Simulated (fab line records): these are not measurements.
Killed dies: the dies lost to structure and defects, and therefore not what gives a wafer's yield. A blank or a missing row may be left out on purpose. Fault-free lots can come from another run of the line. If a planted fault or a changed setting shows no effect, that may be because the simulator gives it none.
Chamber matching    flow n5Finfet    N5_BEOL_M9_DEP_56 on pecvd-01 has 3 sister chambers
The step deposits SiCN from 3MS/NH3, target thk 15 nm, time 26.5 s. 6 wafers are shown with their chamber, then 11 later ones without.

WAFERS PAIRED WITH THEIR CHAMBERS
wafer   chamber  throttleValvePct (%)  showerheadPlenumPTorr (Torr)
L083.2  2        8.2                   3.685
L083.4  2        8.4                   3.677
L086.2  0        9.4                   3.660
L086.3  1        9.5                   3.675
L086.4  0        9.4                   3.673
L090.1  1        9.2                   3.679

WAFERS WHOSE CHAMBER IS MISSING
wafer   throttleValvePct (%)  showerheadPlenumPTorr (Torr)
L090.3  9.1                   3.660
L090.5  9.3                   3.675
L094.1  8.3                   3.680
L094.2  9.0                   3.660
L094.3  9.2                   3.672
L094.4  9.4                   3.670
L094.5  9.2                   3.665
L094.6  8.0                   3.690
L095.1  9.4                   3.675
L095.3  8.5                   3.685
L095.4  9.3                   3.675

WHICH CHAMBER EACH WENT THROUGH
wafer   from the rows above      in truth
L090.3  can't be placed: 0 or 1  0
L090.5  can't be placed: 1 or 0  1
L094.1  2                        2
L094.2  can't be placed: 0 or 1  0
L094.3  can't be placed: 1 or 0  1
L094.4  can't be placed: 0 or 1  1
L094.5  can't be placed: 0 or 1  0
L094.6  2                        2
L095.1  can't be placed: 1 or 0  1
L095.3  2                        2
L095.4  can't be placed: 1 or 0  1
Correctly placed: 3 of 11. Can't be placed from these rows: 8 (the true chamber is among the candidates in 8). Placed wrongly: 0.
How it was worked out, from the rows above alone: a wafer's distance from a chamber is the root of the sum, over the readings, of the square of ((its reading less the chamber's mean) divided by the reading's scatter). If the next closest chamber is less than 2 further off than the closest, the wafer can't be placed; otherwise it belongs to the closest. For every chamber, the mean is computed from those of its wafers that are shown. How the scatter is found: for the shown wafers, subtract from each reading the mean of its chamber, square and add these, divide the total by (wafers less chambers), then take the root.
